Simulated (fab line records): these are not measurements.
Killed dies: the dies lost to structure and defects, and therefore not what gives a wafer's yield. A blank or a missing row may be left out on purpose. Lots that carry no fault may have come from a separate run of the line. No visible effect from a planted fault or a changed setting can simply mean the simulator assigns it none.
fab line records    flow n5_finfet    part 1 of 2: steps 1 to 22 of 31
[record] lots = 5  wafers = 15  last_day = 17
route steps=1938 shown BEOL_M12@1631 BEOL_M13@1659
lots that met no fault: from a run of the same line without faults
start_h: the number of hours between the record's first day and the start of the first shown wafer of the lot    wait_h: time in hours since the lot's previous step    " unchanged from the row above    L1.1+2: several wafers, shown together as one row    - no value, or no start given    * or withheld: withheld    < > ~ a bound
route shown NAME@n: a module of which the file shows steps, and the number in the route of the first    usual: mean and standard deviation over wafers with no fault    same: alike in all rows    chamber/n: place in a boat    sites: each site's reading    _std_site: the values' standard deviation    _edge_site: outer sites' mean less inner sites'    radius_mm: for every site, how far away it sits from the centre of the wafer    mask NAME#n: copy n    behind: the last tool/chamber to shape the wafer    hold: why the lot went on hold/how many hours it stayed there/how the hold came to an end    device: whichever transistor did not switch (one of n, p or np)    end of line: the route-end tests of the same wafers    a step with no rows: only its recipe    killed: dies lost to structure and defects at the first sort, not the wafer's yield    map: a wafer's dies, marking killed ones x, the rest . and places with no die _
set.NAME: the setting that was run; set.NAME@STEP: the one run at that earlier step    model.NAME: the simulator's own value behind a step, which no gauge read
certain route steps with their lots: each step a table, each wafer a row
services: the hour from which a tool's chamber was out of use, counted from the record's first day as start_h (under 0 if before that day), plus the number of hours and why
[[steps]]
[step N5_BEOL_M12_HARDBAKE_32]
[recipe] temp_c = 130  time_s = 120
[usual] exhaust_pa = 45.2/0.95
lot.wafer  tool            chamber  start_h  wait_h  exhaust_pa
L075.1     litho_track-04  0        -        -       45.3
L075.4     "               0        "        "       45.1
L075.5     "               0        "        "       45.3
L080.3     litho_track-05  0        -        -       46.5
L080.4     "               0        "        "       44.7
L080.5     "               0        "        "       45.5
L079.2     litho_track-05  0        -        -       47.3
L079.3     "               0        "        "       46.4
L079.4     "               0        "        "       45.6
L084.1     litho_track-01  0        -        -       46.0
L084.3     "               0        "        "       46.3
L084.6     "               0        "        "       46.6
L097.2     litho_track-01  0        -        -       44.5
L097.5     "               0        "        "       45.0
L097.6     "               0        "        "       44.4
[step N5_BEOL_M12_CD_MEAS_28]
[recipe] target_cd_nm = 160.2  landing_energy_ev = 500  detector = se_inlens  polarity = opening
[usual] cd_nm = 160.6/1.2
lot.wafer  tool       chamber  start_h  wait_h  cd_nm
L075.1     cd_sem-01  0        232.49   -       163.9
L075.4     "          0        "        "       162.7
L075.5     "          0        "        "       159.4
L080.3     cd_sem-03  0        265.43   -       160.9
L080.4     "          0        "        "       161.8
L080.5     "          0        "        "       160.9
L079.2     cd_sem-01  0        269.05   -       161.7
L079.3     "          0        "        "       160.7
L079.4     "          0        "        "       160.6
L084.1     cd_sem-03  0        299.46   -       162.1
L084.3     "          0        "        "       161.4
L084.6     "          0        "        "       163.2
L097.2     cd_sem-02  0        374.53   -       160.7
L097.5     "          0        "        "       161.2
L097.6     "          0        "        "       160.0
[step N5_BEOL_M12_OVL_MEAS_29]
[recipe] points_per_wafer = 44
[usual] M12_OVL = 4/5.4
lot.wafer  tool        chamber  start_h  wait_h  M12_OVL[nm]
L075.1     overlay-01  0        232.52   0.0     5
L075.4     "           0        "        "       5
L075.5     "           0        "        "       6
L080.3     overlay-01  0        265.46   0.0     -4
L080.4     "           0        "        "       3
L080.5     "           0        "        "       1
L079.2     overlay-01  0        269.08   0.0     8
L079.3     "           0        "        "       -3
L079.4     "           0        "        "       0
L084.1     overlay-01  0        299.49   0.0     18
L084.3     "           0        "        "       11
L084.6     "           0        "        "       10
L097.2     overlay-02  0        374.55   0.0     1
L097.5     "           0        "        "       -4
L097.6     "           0        "        "       -2
[step N5_BEOL_M12_INSPECT_30]
[recipe] mode = adi  inspect_instrument = macro
[usual] raw_defect_count = 2.0/1.4
lot.wafer  tool               chamber  start_h  wait_h  raw_defect_count
L075.1     defect_inspect-01  -        232.54   0.0     1
L075.4     "                  -        "        "       1
L075.5     "                  -        "        "       2
L080.3     defect_inspect-01  -        265.48   0.0     4
L080.4     "                  -        "        "       2
L080.5     "                  -        "        "       1
L079.2     defect_inspect-02  -        269.10   0.0     1
L079.3     "                  -        "        "       4
L079.4     "                  -        "        "       0
L084.1     defect_inspect-02  -        299.51   0.0     4
L084.3     "                  -        "        "       3
L084.6     "                  -        "        "       1
L097.2     defect_inspect-02  -        374.58   0.0     1
L097.5     "                  -        "        "       2
L097.6     "                  -        "        "       1
[step N5_BEOL_M12_DESCUM_33]
[recipe] chemistry = O2  time_s = 7.9  source_power_w = 50  bias_power_w = 20  pressure_mtorr = 20  rf_frequency_hz = 2.712e+07  temp_c = 40  o2_flow_sccm = 225
[usual] drypump_motor_current_A = 5.8/0.4  oes_product_au = 0.81/0.05  rf_vpp_V = 243.8/1.5  showerhead_plenum_p_Torr = 2.13/0.072  throttle_valve_pct = 20.31/0.24
lot.wafer  tool         chamber  start_h  wait_h  drypump_motor_current_A  oes_product_au  rf_hours_counter_h  rf_vpp_V  showerhead_plenum_p_Torr  throttle_valve_pct
L075.1     rie_diel-02  3        232.58   0.0     4.9                      0.79            109                 243.5     2.12                      20.15
L075.4     "            3        "        "       4.9                      0.79            -                   242.6     2.12                      20.18
L075.5     "            0        "        "       6.4                      0.89            -                   243.3     2.03                      20.61
L080.3     rie_diel-03  3        265.69   0.2     5.6                      0.81            83                  243.1     2.12                      20.36
L080.4     "            0        "        "       6.1                      0.80            126                 243.1     2.08                      20.67
L080.5     "            1        "        "       5.6                      0.87            -                   247.0     2.24                      20.42
L079.2     rie_diel-06  3        269.44   0.3     5.8                      0.81            105                 243.4     2.18                      20.12
L079.3     "            0        "        "       6.1                      0.82            88                  245.3     2.22                      20.16
L079.4     "            1        "        "       6.1                      0.76            134                 241.3     2.03                      20.54
L084.1     rie_diel-06  1        300.28   0.8     6.1                      0.75            144                 240.4     2.03                      20.58
L084.3     "            0        "        "       6.1                      0.81            98                  245.0     2.22                      20.16
L084.6     "            1        "        "       6.1                      0.75            -                   241.3     2.03                      20.57
L097.2     rie_diel-06  2        374.61   0.0     5.1                      0.78            102                 243.0     2.11                      20.05
L097.5     "            3        "        "       5.8                      0.76            -                   245.6     2.16                      20.16
L097.6     "            0        "        "       6.1                      0.76            -                   245.5     2.21                      20.24
[step N5_BEOL_M12_ETCH_67]
[recipe] chemistry = CF4  target = SiARC  target_depth_a = 1430  time_s = 238.3  ion_energy_ev = 80  pressure_mtorr = 40  source_w = 545  bias_w = 36  Ar_flow_sccm = 100  cf4_flow_sccm = 100  ends = cleared
[usual] drypump_motor_current_A = 5.8/0.4  etch_rf_on_time_s = 233/6.8  oes_product_au = 0.69/0.041  rf_vpp_V = 184.5/1.1  showerhead_plenum_p_Torr = 2.17/0.068  throttle_valve_pct = 15.45/0.24
lot.wafer  tool         chamber  start_h  wait_h  drypump_motor_current_A  etch_rf_on_time_s  oes_product_au  rf_hours_counter_h  rf_vpp_V  showerhead_plenum_p_Torr  throttle_valve_pct
L075.1     rie_diel-02  3        232.61   0.0     4.9                      236                0.68            109                 183.3     2.16                      15.30
L075.4     "            3        "        "       4.9                      236                0.68            -                   184.4     2.16                      15.32
L075.5     "            0        "        "       6.4                      238                0.76            -                   183.9     2.11                      15.81
L080.3     rie_diel-03  3        265.72   0.0     5.6                      238                0.68            83                  184.9     2.16                      15.36
L080.4     "            0        "        "       6.1                      246                0.67            127                 184.3     2.15                      15.92
L080.5     "            1        "        "       5.6                      229                0.75            -                   185.7     2.26                      15.46
L079.2     rie_diel-06  3        269.47   0.0     5.8                      219                0.70            105                 185.0     2.24                      15.43
L079.3     "            0        "        "       6.1                      240                0.68            88                  186.2     2.23                      15.14
L079.4     "            1        "        "       6.1                      234                0.65            134                 183.9     2.06                      15.62
L084.1     rie_diel-06  1        300.32   0.0     6.1                      232                0.65            144                 183.3     2.06                      15.64
L084.3     "            0        "        "       6.1                      239                0.67            98                  185.1     2.23                      15.17
L084.6     "            1        "        "       6.1                      234                0.65            -                   181.3     2.06                      15.64
L097.2     rie_diel-06  2        374.65   0.0     5.1                      230                0.67            102                 184.9     2.15                      15.25
L097.5     "            3        "        "       5.8                      221                0.68            -                   185.4     2.23                      15.53
L097.6     "            0        "        "       6.1                      240                0.65            -                   185.7     2.22                      15.23
[step N5_BEOL_M12_ETCH_68]
[recipe] chemistry = N2/H2  target = SOC  mask_material = SiARC  source_w = 3000  bias_w = 350  temp_c = 40  time_s = 285  ion_energy_ev = 200  pressure_mtorr = 30  n2_flow_sccm = 200  h2_flow_sccm = 200
[usual] drypump_motor_current_A = 5.8/0.4  oes_product_au = 0.81/0.047  rf_vpp_V = 525.2/2.4  showerhead_plenum_p_Torr = 2.59/0.095  throttle_valve_pct = 17.66/0.24
lot.wafer  tool         chamber  start_h  wait_h  drypump_motor_current_A  oes_product_au  rf_hours_counter_h  rf_vpp_V  showerhead_plenum_p_Torr  throttle_valve_pct
L075.1     rie_diel-02  3        232.76   0.1     4.9                      0.79            109                 524.8     2.57                      17.52
L075.4     "            3        "        "       4.9                      0.80            -                   524.7     2.57                      17.49
L075.5     "            0        "        "       6.4                      0.88            -                   522.4     2.48                      18.02
L080.3     rie_diel-03  3        265.87   0.1     5.6                      0.81            83                  524.4     2.58                      17.74
L080.4     "            0        "        "       6.1                      0.79            127                 523.0     2.55                      18.19
L080.5     "            1        "        "       5.6                      0.86            -                   528.3     2.68                      17.45
L079.2     rie_diel-06  3        269.98   0.4     5.8                      0.82            105                 527.0     2.67                      17.56
L079.3     "            0        "        "       6.1                      0.81            88                  527.3     2.69                      17.47
L079.4     "            1        "        "       6.1                      0.75            134                 521.2     2.43                      17.65
L084.1     rie_diel-06  1        300.46   0.1     6.1                      0.75            144                 520.7     2.42                      17.68
L084.3     "            0        "        "       6.2                      0.80            98                  527.5     2.68                      17.48
L084.6     "            1        "        "       6.1                      0.74            -                   520.6     2.42                      17.67
L097.2     rie_diel-06  2        374.79   0.1     5.1                      0.78            102                 525.8     2.57                      17.56
L097.5     "            3        "        "       5.8                      0.77            -                   526.1     2.65                      17.62
L097.6     "            0        "        "       6.1                      0.77            -                   526.4     2.67                      17.52
[step N5_BEOL_M12_STRIP_69]
[recipe] chemistry = N2/H2  temp_c = 40  n2_flow_sccm = 200  h2_flow_sccm = 200  rf_frequency_hz = 6e+07
lot.wafer   tool         chamber  start_h  wait_h
L075.1+4+5  rie_diel-02  3,3,0    232.93   0.1
L080.3+4+5  rie_diel-03  3,0,1    266.04   0.1
L079.2+3+4  rie_diel-06  3,0,1    270.16   0.1
L084.1+3+6  rie_diel-06  1,0,1    300.64   0.1
L097.2+5+6  rie_diel-06  2,3,0    374.97   0.1
[step N5_BEOL_M12_TRENCH_ETCH_34]
[recipe] chemistry = C4F8/O2/Ar  target = SiOC  target_depth_a = 3189.5  mask_material = SOC  pressure_mtorr = 30  source_w = 3000  bias_w = 700  Ar_flow_sccm = 400  C4F8_flow_sccm = 15  O2_flow_sccm = 8  he_inner_torr = 15  he_outer_torr = 30  time_s = 125.5  ion_energy_ev = 250
[usual] drypump_motor_current_A = 5.8/0.4  oes_product_au = 0.81/0.048  rf_vpp_V = 667/3.2  showerhead_plenum_p_Torr = 3.47/0.1  throttle_valve_pct = 24.04/0.27
lot.wafer  tool         chamber  start_h  wait_h  drypump_motor_current_A  oes_product_au  rf_hours_counter_h  rf_vpp_V  showerhead_plenum_p_Torr  throttle_valve_pct
L075.1     rie_diel-02  3        232.94   0.0     4.9                      0.80            109                 666       3.45                      23.92
L075.4     "            3        "        "       4.9                      0.79            -                   666       3.45                      23.89
L075.5     "            0        "        "       6.4                      0.88            -                   664       3.36                      24.54
L080.3     rie_diel-03  3        266.05   0.0     5.7                      0.82            83                  668       3.45                      24.02
L080.4     "            0        "        "       6.2                      0.81            127                 668       3.44                      24.68
L080.5     "            1        "        "       5.7                      0.87            -                   669       3.57                      23.90
L079.2     rie_diel-06  3        270.17   0.0     5.8                      0.81            105                 671       3.58                      24.04
L079.3     "            0        "        "       6.2                      0.81            88                  669       3.57                      23.71
L079.4     "            1        "        "       6.1                      0.75            134                 661       3.29                      24.16
L084.1     rie_diel-06  1        300.65   0.0     6.1                      0.75            144                 662       3.28                      24.17
L084.3     "            0        "        "       6.2                      0.80            98                  671       3.56                      23.70
L084.6     "            1        "        "       6.1                      0.74            -                   662       3.28                      24.18
L097.2     rie_diel-06  2        374.98   0.0     5.1                      0.79            102                 666       3.44                      23.87
L097.5     "            3        "        "       5.8                      0.78            -                   669       3.56                      24.09
L097.6     "            0        "        "       6.2                      0.78            -                   670       3.54                      23.75
[step N5_BEOL_M12_STRIP_70]
[recipe] chemistry = C4F8/O2/Ar  resist = SiARC  rf_frequency_hz = 6e+07
lot.wafer   tool         chamber  start_h  wait_h
L075.1+4+5  rie_diel-02  3,3,0    233.05   0.1
L080.3+4+5  rie_diel-03  3,0,1    266.16   0.1
L079.2+3+4  rie_diel-06  3,0,1    270.28   0.1
L084.1+3+6  rie_diel-06  1,0,1    300.76   0.1
L097.2+5+6  rie_diel-06  2,3,0    375.09   0.1
[step N5_BEOL_M12_OCD_MEAS_35]
[usual] trench_depth_nm = 322/4.9
lot.wafer  tool    chamber  start_h  wait_h  trench_depth_nm
L075.1     ocd-02  -        233.09   0.0     323
L075.4     "       -        "        "       321
L075.5     "       -        "        "       325
L080.3     ocd-02  -        266.21   0.0     325
L080.4     "       -        "        "       323
L080.5     "       -        "        "       327
L079.2     ocd-02  -        270.32   0.0     326
L079.3     "       -        "        "       320
L079.4     "       -        "        "       316
L084.1     ocd-02  -        300.80   0.0     314
L084.3     "       -        "        "       324
L084.6     "       -        "        "       313
L097.2     ocd-02  -        375.13   0.0     323
L097.5     "       -        "        "       330
L097.6     "       -        "        "       326
[step N5_BEOL_M12_STRIP_37]
[recipe] chemistry = N2/H2  power_w = 1000  temp_c = 250  h2_frac = 0.65  overash_fraction = 0.3  pressure_mtorr = withheld  n2_flow_sccm = 1750  h2_flow_sccm = 3250
[usual] drypump_motor_current_A = 5.6/0.3  heater_power_w = 340/34  oes_product_au = 0.790/0.011
lot.wafer  tool             chamber  start_h  wait_h  drypump_motor_current_A  heater_power_w  oes_product_au  rf_hours_counter_h
L075.1     plasma_asher-01  1        233.13   0.0     5.4                      357             0.800           110
L075.4     "                1        "        "       5.4                      355             0.799           -
L075.5     "                0        "        "       5.3                      374             0.806           -
L080.3     plasma_asher-01  1        266.26   0.1     5.4                      352             0.784           -
L080.4     "                0        "        "       5.3                      369             0.781           -
L080.5     "                1        "        "       5.4                      348             0.795           -
L079.2     plasma_asher-02  0        270.36   0.0     6.0                      287             0.820           78
L079.3     "                0        "        "       6.0                      287             0.799           -
L079.4     "                1        "        "       5.8                      334             0.802           -
L084.1     plasma_asher-01  0        300.84   0.0     5.3                      387             0.796           122
L084.3     "                0        "        "       5.3                      371             0.792           -
L084.6     "                1        "        "       5.4                      359             0.788           -
L097.2     plasma_asher-02  0        375.17   0.0     6.0                      284             0.791           100
L097.5     "                0        "        "       6.0                      288             0.779           -
L097.6     "                1        "        "       5.8                      349             0.776           -
[step N5_BEOL_M12_ETCH_38]
[recipe] chemistry = CF4/N2  target = SiCN  target_depth_a = 687  taper_deg = 2  time_s = 73.4  ion_energy_ev = 150  mask_material = SiO2  pressure_mtorr = 40  source_w = 430  bias_w = 70  Ar_flow_sccm = 100  cf4_flow_sccm = 60  n2_flow_sccm = 60
[usual] drypump_motor_current_A = 5.7/0.41  oes_product_au = 0.83/0.065  rf_vpp_V = 383.0/1.8  showerhead_plenum_p_Torr = 2.23/0.064  throttle_valve_pct = 15.35/0.26
lot.wafer  tool         chamber  start_h  wait_h  drypump_motor_current_A  oes_product_au  rf_hours_counter_h  rf_vpp_V  showerhead_plenum_p_Torr  throttle_valve_pct
L075.1     rie_diel-03  0        234.78   -       6.1                      0.80            116                 381.8     2.21                      15.72
L075.4     "            3        "        "       5.6                      0.82            72                  382.1     2.23                      15.21
L075.5     "            1        "        "       5.6                      0.90            -                   385.1     2.33                      15.23
L080.3     rie_diel-02  3        266.98   -       4.9                      0.78            121                 383.1     2.22                      15.17
L080.4     "            0        "        "       6.4                      0.87            61                  380.8     2.16                      15.64
L080.5     "            3        "        "       4.9                      0.77            -                   382.6     2.22                      15.17
L079.2     rie_diel-02  3        272.01   -       4.9                      0.78            123                 383.3     2.22                      15.18
L079.3     "            2        "        "       5.6                      0.97            10                  380.8     2.15                      15.06
L079.4     "            1        "        "       5.7                      0.91            18                  382.6     2.25                      15.02
L084.1     rie_diel-03  1        301.00   -       5.6                      0.86            58                  385.2     2.32                      15.29
L084.3     "            3        "        "       5.6                      0.79            96                  383.1     2.22                      15.26
L084.6     "            0        "        "       6.1                      0.77            -                   381.8     2.21                      15.77
L097.2     rie_diel-03  1        378.59   -       5.6                      0.82            90                  385.2     2.31                      15.35
L097.5     "            1        "        "       5.6                      0.82            -                   383.5     2.31                      15.35
L097.6     "            2        "        "       5.5                      0.81            -                   383.8     2.30                      15.65
[step N5_BEOL_M12_PRECLEAN_39]
[recipe] chemistry = residue_remover  time_s = 60  temp_c = 40
lot.wafer   tool          chamber  start_h  wait_h
L075.1+4+5  wet_bench-03  3,4,2    234.91   0.1
L080.3+4+5  wet_bench-03  0,1,3    267.11   0.1
L079.2+3+4  wet_bench-03  6,7,2    272.14   0.1
L084.1+3+6  wet_bench-03  4,5,6    301.14   0.1
L097.2+5+6  wet_bench-03  5,7,6    378.72   0.1
[step N5_BEOL_M12_SRD_40]
[recipe] time_s = 30  temp_c = 23  rinse_liquid = diw  dry = n2_spin  spin_rpm = 1500  dry_time_s = 30
lot.wafer   tool          chamber  start_h  wait_h
L075.1+4+5  wet_bench-03  3,4,2    234.93   0.0
L080.3+4+5  wet_bench-03  0,1,3    267.13   0.0
L079.2+3+4  wet_bench-03  6,7,2    272.16   0.0
L084.1+3+6  wet_bench-03  4,5,6    301.16   0.0
L097.2+5+6  wet_bench-03  5,7,6    378.74   0.0
[step N5_BEOL_M12_DEGAS_41]
[recipe] ambient = vacuum  temp_c = 250  time_s = 60
[usual] heater_power_w = 325/34
lot.wafer  tool            chamber  start_h  wait_h  heater_power_w
L075.1     pvd_sputter-03  -        235.29   0.3     342
L075.4     "               -        "        "       348
L075.5     "               -        "        "       327
L080.3     pvd_sputter-02  -        267.23   0.1     291
L080.4     "               -        "        "       337
L080.5     "               -        "        "       310
L079.2     pvd_sputter-02  -        272.59   0.4     312
L079.3     "               -        "        "       281
L079.4     "               -        "        "       344
L084.1     pvd_sputter-01  -        301.23   0.1     285
L084.3     "               -        "        "       304
L084.6     "               -        "        "       392
L097.2     pvd_sputter-02  -        378.93   0.2     343
L097.5     "               -        "        "       351
L097.6     "               -        "        "       306
[step N5_BEOL_M12_PRE_CLEAN_42]
[recipe] gas = H2/He  time_s = 30  temp_c = 250
[usual] heater_power_w = 326/34
lot.wafer  tool            chamber  start_h  wait_h  heater_power_w
L075.1     pvd_sputter-03  -        235.33   0.0     347
L075.4     "               -        "        "       352
L075.5     "               -        "        "       325
L080.3     pvd_sputter-02  -        267.27   0.0     288
L080.4     "               -        "        "       334
L080.5     "               -        "        "       309
L079.2     pvd_sputter-02  -        272.63   0.0     315
L079.3     "               -        "        "       282
L079.4     "               -        "        "       340
L084.1     pvd_sputter-01  -        301.27   0.0     288
L084.3     "               -        "        "       323
L084.6     "               -        "        "       386
L097.2     pvd_sputter-02  -        378.97   0.0     338
L097.5     "               -        "        "       343
L097.6     "               -        "        "       317
[step N5_BEOL_M12_SPUTTER_43]
[recipe] material = TaN  target_thk_a = 150  temp_c = 50  bias_v = 168.6  power_w = 15000  chamber_pressure_pa = 0.12  time_s = 24.19
[usual] throttle_valve_pct = 30.1/0.87
lot.wafer  tool            chamber  start_h  wait_h  throttle_valve_pct
L075.1     pvd_sputter-03  -        235.38   0.0     30.3
L075.4     "               -        "        "       29.5
L075.5     "               -        "        "       30.5
L080.3     pvd_sputter-02  -        267.31   0.0     29.3
L080.4     "               -        "        "       29.1
L080.5     "               -        "        "       30.0
L079.2     pvd_sputter-02  -        272.67   0.0     30.3
L079.3     "               -        "        "       29.4
L079.4     "               -        "        "       29.0
L084.1     pvd_sputter-01  -        301.31   0.0     30.8
L084.3     "               -        "        "       30.6
L084.6     "               -        "        "       29.6
L097.2     pvd_sputter-02  -        379.01   0.0     29.1
L097.5     "               -        "        "       29.1
L097.6     "               -        "        "       30.4
[step N5_BEOL_M12_SPUTTER_44]
[recipe] material = Ta  target_thk_a = 100  temp_c = 50  bias_v = 80  power_w = 15000  chamber_pressure_pa = 0.07  time_s = 16.13
[usual] throttle_valve_pct = 30.1/0.9
lot.wafer  tool            chamber  start_h  wait_h  throttle_valve_pct
L075.1     pvd_sputter-03  -        235.46   0.0     30.1
L075.4     "               -        "        "       29.5
L075.5     "               -        "        "       30.0
L080.3     pvd_sputter-02  -        267.39   0.0     29.1
L080.4     "               -        "        "       29.0
L080.5     "               -        "        "       30.4
L079.2     pvd_sputter-02  -        272.75   0.0     30.3
L079.3     "               -        "        "       29.5
L079.4     "               -        "        "       28.9
L084.1     pvd_sputter-01  -        301.39   0.0     30.9
L084.3     "               -        "        "       30.6
L084.6     "               -        "        "       29.3
L097.2     pvd_sputter-02  -        379.09   0.0     29.1
L097.5     "               -        "        "       28.6
L097.6     "               -        "        "       30.3
[step N5_BEOL_M12_SPUTTER_45]
[recipe] material = Cu  target_thk_a = 800  temp_c = -20  bias_v = 60  power_w = 26000  chamber_pressure_pa = 0.13  time_s = 13.33
[usual] throttle_valve_pct = 30.1/0.88
lot.wafer  tool            chamber  start_h  wait_h  throttle_valve_pct
L075.1     pvd_sputter-03  -        235.55   0.0     30.1
L075.4     "               -        "        "       29.0
L075.5     "               -        "        "       30.3
L080.3     pvd_sputter-02  -        267.47   0.0     29.1
L080.4     "               -        "        "       28.9
L080.5     "               -        "        "       30.2
L079.2     pvd_sputter-02  -        272.83   0.0     30.3
L079.3     "               -        "        "       29.6
L079.4     "               -        "        "       29.4
L084.1     pvd_sputter-01  -        301.47   0.0     30.7
L084.3     "               -        "        "       30.8
L084.6     "               -        "        "       29.6
L097.2     pvd_sputter-02  -        379.17   0.0     29.1
L097.5     "               -        "        "       29.0
L097.6     "               -        "        "       30.3
[step N5_BEOL_M12_ECD_47]
[recipe] material = Cu  target_thk_a = 7200
lot.wafer   tool       chamber  start_h  wait_h
L075.1+4+5  ecd_cu-02  0,0,1    235.68   0.1
L080.3+4+5  ecd_cu-01  1,0,1    267.62   0.1
L079.2+3+4  ecd_cu-02  1,1,0    272.95   0.1
L084.1+3+6  ecd_cu-01  1,0,0    301.63   0.1
L097.2+5+6  ecd_cu-02  0,1,0    379.29   0.1
[step N5_BEOL_M12_ANNEAL_48]
[recipe] temp_c = 225  time_s = 90  ambient = N2
[usual] wafer_temp_C_max = 225.87/0.25
lot.wafer  tool           chamber  start_h  wait_h  wafer_temp_C_max
L075.1     rtp_anneal-01  0        236.29   0.6     226.07
L075.4     "              0        "        "       226.10
L075.5     "              0        "        "       225.74
L080.3     rtp_anneal-02  0        268.01   0.3     225.64
L080.4     "              0        "        "       225.82
L080.5     "              0        "        "       225.74
L079.2     rtp_anneal-01  0        273.30   0.3     225.82
L079.3     "              0        "        "       226.13
L079.4     "              0        "        "       226.24
L084.1     rtp_anneal-02  0        302.35   0.7     225.76
L084.3     "              0        "        "       225.95
L084.6     "              0        "        "       225.55
L097.2     rtp_anneal-02  0        379.84   0.5     225.73
L097.5     "              0        "        "       225.46
L097.6     "              0        "        "       225.24
